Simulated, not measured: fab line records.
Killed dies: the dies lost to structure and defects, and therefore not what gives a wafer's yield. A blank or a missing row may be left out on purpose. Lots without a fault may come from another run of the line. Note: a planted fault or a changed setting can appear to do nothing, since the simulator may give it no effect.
Struck lot and sound lot, side by side + flow nandHarc + 13 out of 1302 route steps
Sound: the wafers L212.2, L212.4, L212.6. Wafers struck: L221.1, L221.3, L221.6. The cause comes at the end.
For every step that has rows: the tool of each side, followed by ch and its chambers, followed by its first start. Under that, the readings that differ: sound wafers + struck wafers + difference of the means + sigmas: that difference in standard deviations of wafers without a fault.
alike: same words and numbers on both sides, and readings whose means sit less than 2 such deviations apart. not compared: any withheld reading, any reading some wafer has no value for, any bound like >300 that may hide the same value, and any number with overlapping values for which the record gives no deviation.
The two part at a step that has a row with sigmas, a row that says differs or no value, or rows on one side only. Numbers that have no deviation but don't overlap get no sigmas and don't part them. A reading that every wafer of one side lacks parts them only if that side has two wafers or more.

first, 7 steps without rows for these wafers: NHARC_P_STI_SRD_35; NHARC_P_STI_ETCH_36 (etches SiO2 in dHF, target depth 38.8 nm); NHARC_P_STI_STRIP_24 (strips Si3N4 in H3PO4); NHARC_P_STI_ETCH_37 (etches SiO2 in dHF, target depth 11 nm); NHARC_P_STI_PRECLEAN_38 (cleans in SC1); NHARC_P_STI_SRD_39; NHARC_P_STI_OXIDE_40 (material SiO2, target thk 10 nm, ox time 1362 s).
NHARC_P_STI_INSPECT_25:
  sound on defectInspect-02 at day 6 12:08; struck on defectInspect-02 at day 10 03:52
  alike: rawDefectCount
then, 3 steps without rows for these wafers: NHARC_P_GATE_ETCH_69 (etches SiO2 in dHF, target depth 14 nm); NHARC_P_GATE_PRECLEAN_70 (cleans in SC1); NHARC_P_GATE_SRD_01.
NHARC_P_GATE_OXIDE_02: material SiO2, target thk 37.5 nm, ox time 365 s.
  sound on furnace-04 ch 0, day 6 15:52; struck on furnace-06, day 10 07:14
  no value came back on the struck wafers for any of 5 readings (oxTempC (C), oxTimeS (s) and others); on the sound wafers oxTempC (C) reads 949.8 949.7 950.0
then, 1 step without rows for these wafers: NHARC_P_GATE_DEHYDRATE_03 (time 120 s).

WHERE THEY PART
Within this record, at NHARC_P_GATE_OXIDE_02 only.

WHY: what the simulator had put in
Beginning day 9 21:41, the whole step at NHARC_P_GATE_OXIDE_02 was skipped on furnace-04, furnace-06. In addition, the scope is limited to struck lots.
